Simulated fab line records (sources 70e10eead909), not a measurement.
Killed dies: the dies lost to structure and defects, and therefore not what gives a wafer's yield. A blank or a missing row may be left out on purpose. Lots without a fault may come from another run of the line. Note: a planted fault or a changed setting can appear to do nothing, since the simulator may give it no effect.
Which tool was responsible?	flow nand-harc	Sampling: 12 lots, 36 wafers, 6 of 1302 route steps

== WHAT THE GAUGES READ, wafer by wafer ==
NHARC_END_SORT_01.
lot	measured	on	defect-limited-yield (%)	killed-at-array	killed-at-other	killed-at-periphery	killed-dies	killed-open	killed-short
L719	day 25 00:17	prober-01	96 96 98	27 26 15	0 0 0	1 3 1	28 29 16	4 4 5	3 3 0
L722	day 27 04:59	prober-02	88 91 88	71 61 71	1 0 1	6 3 7	78 64 79	2 3 3	1 3 2

== WHICH TOOL RAN EACH LOT (tool, then ch and the chambers of the sampled wafers, then the start) ==
lot	NHARC_P_M2_ETCH_28	NHARC_P_M2_PRE_CLEAN_30	NHARC_P_M2_ECD_22	NHARC_P_M2_CMP_23	NHARC_P_M2_DEP_33
L717	rie-diel-11 ch 0,2,3, day 6 09:22 or earlier	pvd-sputter-02, day 6 09:22 or earlier	ecd-cu-01 ch 0,1, day 6 09:22	cmp-04 ch 0,1,2, day 6 09:59	pecvd-04 ch 0,2, day 6 10:55
L718	rie-diel-05 ch 0,2, day 7 01:53 or earlier	pvd-sputter-03, day 7 01:53 or earlier	ecd-cu-01 ch 0,1, day 7 01:53	cmp-03 ch 0,1, day 7 02:37	pecvd-01 ch 0,1,2, day 7 03:14
L719	rie-diel-05 ch 0,3, day 7 04:15 or earlier	pvd-sputter-01, day 7 04:15 or earlier	ecd-cu-01 ch 0,1, day 7 04:15	cmp-04 ch 1,2, day 7 04:58	pecvd-01 ch 0,2, day 7 05:41
L721	rie-diel-05 ch 1,2,3, day 8 01:26 or earlier	pvd-sputter-02, day 8 01:26 or earlier	ecd-cu-02 ch 0,1, day 8 01:26	cmp-02 ch 0,1, day 8 02:04	pecvd-01 ch 0,1,2, day 8 02:43
L722	rie-diel-03 ch 0,1,2, day 8 21:17 or earlier	pvd-sputter-03, day 8 21:17 or earlier	ecd-cu-01 ch 0,1, day 8 21:17	cmp-04 ch 0,1,3, day 8 22:00	pecvd-04 ch 0,1,2, day 8 22:53
L725	rie-diel-05 ch 1,2,3, day 9 18:02 or earlier	pvd-sputter-01, day 9 18:02 or earlier	ecd-cu-02 ch 0,1, day 9 18:02	cmp-02 ch 0,1,3, day 9 18:47	pecvd-01 ch 0,1,2, day 9 19:23
L726	rie-diel-05 ch 0,1,3, day 10 09:17 or earlier	pvd-sputter-01, day 10 09:17 or earlier	ecd-cu-01 ch 0,1, day 10 09:17	cmp-02 ch 2,3, day 10 09:58	pecvd-01 ch 0,2, day 10 10:38
L727	rie-diel-03 ch 0,2, day 10 19:26 or earlier	pvd-sputter-03, day 10 19:26 or earlier	ecd-cu-02 ch 0,1, day 10 19:26	cmp-03 ch 0,3, day 10 20:10	pecvd-01 ch 0,1, day 10 20:47
L728	rie-diel-03 ch 0,1,3, day 11 03:14 or earlier	pvd-sputter-02, day 11 03:14 or earlier	ecd-cu-01 ch 0,1, day 11 03:14	cmp-04 ch 0,1,2, day 11 03:58	pecvd-01 ch 1,2, day 11 04:35
L737	rie-diel-05 ch 0,2,3, day 14 13:29 or earlier	pvd-sputter-02, day 14 13:29 or earlier	ecd-cu-02 ch 0,1, day 14 13:29	cmp-04 ch 1,2, day 14 14:06	pecvd-01 ch 0,1, day 14 14:46
L738	rie-diel-11 ch 1,2, day 15 02:01 or earlier	pvd-sputter-02, day 15 02:01 or earlier	ecd-cu-02 ch 0,1, day 15 02:01	cmp-03 ch 1,2,3, day 15 02:45	pecvd-01 ch 0,1,2, day 15 03:21
L740	rie-diel-05 ch 1,2,3, day 15 18:20 or earlier	pvd-sputter-02, day 15 18:20 or earlier	ecd-cu-01 ch 0,1, day 15 18:20	cmp-02 ch 0,3, day 15 19:04	pecvd-03 ch 0,1, day 15 19:44
- NHARC_P_M2_ETCH_28: etches the open film in CF4/N2, target depth 30 nm, time 72.99 s.
- NHARC_P_M2_PRE_CLEAN_30: time 30 s.
- NHARC_P_M2_ECD_22: material Cu, target thk 400 nm.
- NHARC_P_M2_CMP_23: polishes, t overpolish 20 s, target thk 144.3 nm.
- NHARC_P_M2_DEP_33: deposits SiCN, target thk 30 nm.

== AS READ BY THE TOOLS THEMSELVES (means over the sampled wafers that have a number; for cases with no such wafer, the mark the record gives instead) ==
NHARC_P_M2_ETCH_28.
lot	tool	drypump-motor-current-A (A)	oes-product-au (a.u.)	rf-vpp-V (V)	showerhead-plenum-p-Torr (Torr)	throttle-valve-pct (%)
L717	rie-diel-11	5.6	1.006	313.8	2.55	19.791
L718	rie-diel-05	5.5	0.997	314.4	2.62	19.785
L719	rie-diel-05	5.6	0.994	316.6	2.76	19.790
L721	rie-diel-05	5.7	0.990	314.7	2.66	19.791
L722	rie-diel-03	5.8	0.995	314.0	2.65	19.801
L725	rie-diel-05	5.7	0.998	316.1	2.66	19.797
L726	rie-diel-05	5.6	0.994	316.2	2.74	19.801
L727	rie-diel-03	5.9	0.995	315.2	2.69	19.791
L728	rie-diel-03	5.5	1.002	313.8	2.64	19.801
L737	rie-diel-05	5.7	0.992	314.8	2.68	19.796
L738	rie-diel-11	5.5	1.008	315.3	2.70	19.786
L740	rie-diel-05	5.7	0.990	314.8	2.66	19.792

NHARC_P_M2_PRE_CLEAN_30.
lot	tool	heater-power-w (W)
L717	pvd-sputter-02	399
L718	pvd-sputter-03	426
L719	pvd-sputter-01	440
L721	pvd-sputter-02	396
L722	pvd-sputter-03	415
L725	pvd-sputter-01	415
L726	pvd-sputter-01	394
L727	pvd-sputter-03	377
L728	pvd-sputter-02	374
L737	pvd-sputter-02	386
L738	pvd-sputter-02	405
L740	pvd-sputter-02	390

NHARC_P_M2_CMP_23.
lot	tool	motor-current-A (A)	slurry-filter-dp-kPa (kPa)	slurry-flow-ml-min	time-to-endpoint-s (s)
L717	cmp-04	11.3	13.44	150.2	33
L718	cmp-03	12.3	13.50	150.7	27
L719	cmp-04	10.6	13.61	149.7	31
L721	cmp-02	12.6	13.66	150.4	30
L722	cmp-04	12.5	13.55	149.9	31
L725	cmp-02	13.1	13.43	149.6	30
L726	cmp-02	13.9	13.47	150.1	26
L727	cmp-03	12.5	13.49	150.0	28
L728	cmp-04	11.6	13.43	150.1	30
L737	cmp-04	10.8	13.34	149.6	33
L738	cmp-03	11.2	13.55	149.9	33
L740	cmp-02	14.1	13.54	150.1	28

NHARC_P_M2_DEP_33.
lot	tool	heater-power-w (W)
L717	pecvd-04	659
L718	pecvd-01	655
L719	pecvd-01	529
L721	pecvd-01	595
L722	pecvd-04	642
L725	pecvd-01	655
L726	pecvd-01	571
L727	pecvd-01	584
L728	pecvd-01	561
L737	pecvd-01	570
L738	pecvd-01	591
L740	pecvd-03	541

== THE ANSWER, worked out from the rows above alone ==
Rule: what is usual is taken from the lots themselves. The widest of any qualifying gaps counts: lots, ordered by their means at a reading, are off when they make up no more than a third of the lots, leave a main group of 4 or more, and stand apart from it by 3 or more times the standard deviation of that group's means. Not used: any main group whose means are identical at the precision the tables above print for the reading. Also off: a lot with no number at a reading for which 4 or more lots have one. The other lots that the step has rows for count as sound. The gauges are gone through in route order, then the tools' own readings, and for those a lot's mean is taken as printed above. The first step at which some lot is off is used, and at that step the reading that is off furthest; a lot without a number counts as furthest.
No lot is off on any of the readings shown, so nothing can be concluded from this.

== WHAT THE SIMULATOR HAD PUT IN ==
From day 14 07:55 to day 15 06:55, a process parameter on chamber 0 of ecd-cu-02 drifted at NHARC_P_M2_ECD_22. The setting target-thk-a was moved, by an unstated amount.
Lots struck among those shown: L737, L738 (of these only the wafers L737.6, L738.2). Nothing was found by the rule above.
